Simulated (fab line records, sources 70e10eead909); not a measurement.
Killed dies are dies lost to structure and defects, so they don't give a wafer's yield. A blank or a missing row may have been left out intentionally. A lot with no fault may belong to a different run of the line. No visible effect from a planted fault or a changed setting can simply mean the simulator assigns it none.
Chamber matching ; flow nand_harc ; NHARC_A_DECK1_JOINT_CMP_13 on cmp-03 has 4 sister chambers
The step polishes, target thk 51.023 nm. 4 wafers are shown with their chamber, then 7 later ones without.

## EACH WAFER AND ITS CHAMBER
wafer;chamber;slurry_filter_dp_kPa (kPa)
L697.4;3;13.69
L697.6;2;13.77
L699.2;1;13.69
L699.3;0;13.42

## WAFERS WHOSE CHAMBER IS MISSING
wafer;slurry_filter_dp_kPa (kPa)
L699.5;13.49
L705.1;13.89
L705.3;13.47
L705.5;13.47
L712.1;13.71
L712.4;13.58
L712.5;13.80

## WHICH CHAMBER EACH ONE RAN IN
wafer;from the rows above;in truth
L699.5;can't be placed: 0 or 1 or 3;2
L705.1;can't be placed: 2 or 1 or 3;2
L705.3;0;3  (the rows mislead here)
L705.5;0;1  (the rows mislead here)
L712.1;can't be placed: 1 or 3 or 2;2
L712.4;can't be placed: 1 or 3 or 0 or 2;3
L712.5;can't be placed: 2 or 1 or 3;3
Correct placement for 0 of the 7. From these rows, 5 cannot be placed; in 4 the true chamber is one of the candidates. Wrongly placed: 2.
How it was worked out, from the rows above alone: a wafer's distance from a chamber is the root of the sum, over the readings, of the square of ((its reading less the chamber's mean) divided by the reading's scatter). The wafer belongs to the nearest chamber; if the next one is less than 2 further off, it can't be placed. For every chamber, the mean is computed from those of its wafers that are shown. The scatter: root of mean squared gap, hidden wafer to nearest shown wafer, with one shown wafer a chamber.
